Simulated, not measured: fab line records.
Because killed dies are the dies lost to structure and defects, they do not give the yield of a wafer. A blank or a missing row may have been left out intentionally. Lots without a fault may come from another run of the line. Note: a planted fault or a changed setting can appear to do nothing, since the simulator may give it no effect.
Comparing a struck lot with a sound one || flow nand_harc || 18 steps out of a route of 1302
Sound: these wafers, L491.2, L491.3, L491.6. Wafers L501.2, L501.3, L501.4 were the ones struck. The cause comes at the end.
Per side, at each step with rows, come the tool, then ch with its chambers, and then its first start. Under that, the readings that differ: sound wafers || struck wafers || difference of the means || sigmas: that difference in standard deviations of wafers without a fault.
alike: readings whose means differ by less than 2 such deviations, and words and numbers that are the same on both sides. not compared: withheld readings, readings that some wafer has no value for, bounds like >300 that may hide the same value, and numbers for which the record gives no deviation and whose values overlap.
Wherever a step has rows on one side only, a row that says differs or no value, or a row with sigmas, the two part there. When numbers do not overlap yet have no deviation, they are printed without sigmas and do not part them. A reading that every wafer of one side lacks parts them only if that side has two wafers or more.

NHARC_P_M1_INSPECT_11:
  sound: defect_inspect-01 at day 8 08:59; struck: defect_inspect-01 at day 12 12:19
  alike: raw_defect_count
NHARC_P_M1_DESCUM_14: chemistry O2, time 3 s.
  sound on rie_diel-05 ch 0,1,2, day 8 09:02; struck on rie_diel-05 ch 0,1,2, day 12 12:23
  alike: drypump_motor_current_A, oes_product_au, rf_vpp_V, showerhead_plenum_p_Torr, throttle_valve_pct
  not compared: rf_hours_counter_h
NHARC_P_M1_ETCH_35: etches the open film in N2/H2, target depth 40 nm, overetch 12 nm, time 43.94 s.
  sound on rie_diel-05 ch 0,1, day 8 09:08; struck on rie_diel-05 ch 0,2,3, day 12 12:28
  alike: drypump_motor_current_A, oes_product_au, rf_vpp_V, showerhead_plenum_p_Torr, throttle_valve_pct
  not compared: rf_hours_counter_h
then, 1 step without rows for these wafers: NHARC_P_M1_ETCH_15 (etches the open film in C4F8/Ar, target depth 182.5 nm, time 91.2 s).
NHARC_P_M1_CD_MEAS_16:
  sound: cd_sem-01 at day 8 09:21; struck: cd_sem-03 at day 12 12:41
  alike: cd_nm
then, 1 step without rows for these wafers: NHARC_P_M1_STRIP_18 (strips in N2/H2).
NHARC_P_M1_ETCH_28: etches the open film in CF4/N2, target depth 30 nm, time 72.99 s.
  sound: rie_diel-02 ch 0,1,2; struck: rie_diel-02 ch 1,2,3
  alike: drypump_motor_current_A, oes_product_au, rf_vpp_V, showerhead_plenum_p_Torr, throttle_valve_pct
  not compared: rf_hours_counter_h
then, 1 step without rows for these wafers: NHARC_P_M1_STRIP_19 (strips in post etch residue remover, time 600 s).
NHARC_P_M1_DEGAS_29: time 60 s.
  sound: pvd_sputter-02 at day 8 10:05; struck: pvd_sputter-01 at day 12 13:24
  alike: heater_power_w
then, 3 steps without rows for these wafers: NHARC_P_M1_PRE_CLEAN_30 (time 30 s); NHARC_P_M1_PVD_20 (deposits TaN, target thk 5 nm, time 8.06 s); NHARC_P_M1_PVD_21 (deposits Cu, target thk 30 nm, time 20.49 s).
NHARC_P_M1_ECD_22: material Cu, target thk 400 nm.
  sound on ecd_cu-02 ch 0,1, day 8 10:29; struck on ecd_cu-02 ch 0,1, day 12 13:46
  no value came back on the struck wafers for bath_heat_duty_pct (%), bath_temp_c (C); on the sound wafers bath_heat_duty_pct (%) reads 6.4 7.5 6.4
NHARC_P_M1_ANNEAL_31: time 90 s.
  sound on rtp_anneal-01 ch 0, day 8 10:58; struck on rtp_anneal-02 ch 0, day 12 14:13
  alike: wafer_temp_C_max
NHARC_P_M1_CMP_23: polishes, t overpolish 20 s, target thk 157.82 nm.
  sound on cmp-02 ch 1,3, day 8 11:15; struck on cmp-01 ch 0,2,3, day 12 14:31
{"reading": "time_to_endpoint_s (s)", "sound": "31.1 31.1 31.1", "struck": "0.0 0.0 0.0", "difference": -31.1, "sigmas": -12}
  alike: motor_current_A
NHARC_P_M1_THK_MEAS_24: measures by xrf.
  sound: film_metro-01 at day 8 11:34; struck: film_metro-01 at day 12 14:50
{"reading": "thk_nm (nm)", "sound": "157.9 160.0 159.2", "struck": "29.0 32.1 29.0", "difference": -129.0, "sigmas": "-99 or more"}
then, 2 steps without rows for these wafers: NHARC_P_M1_SRD_25; NHARC_END_SORT_01.

WHERE THEY PART
First at NHARC_P_M1_ECD_22; last, within this record, at NHARC_P_M1_THK_MEAS_24.

WHY: whatever the simulator had introduced
Entire step skipped (ecd_cu-02, NHARC_P_M1_ECD_22), from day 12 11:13 onward. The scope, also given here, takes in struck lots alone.
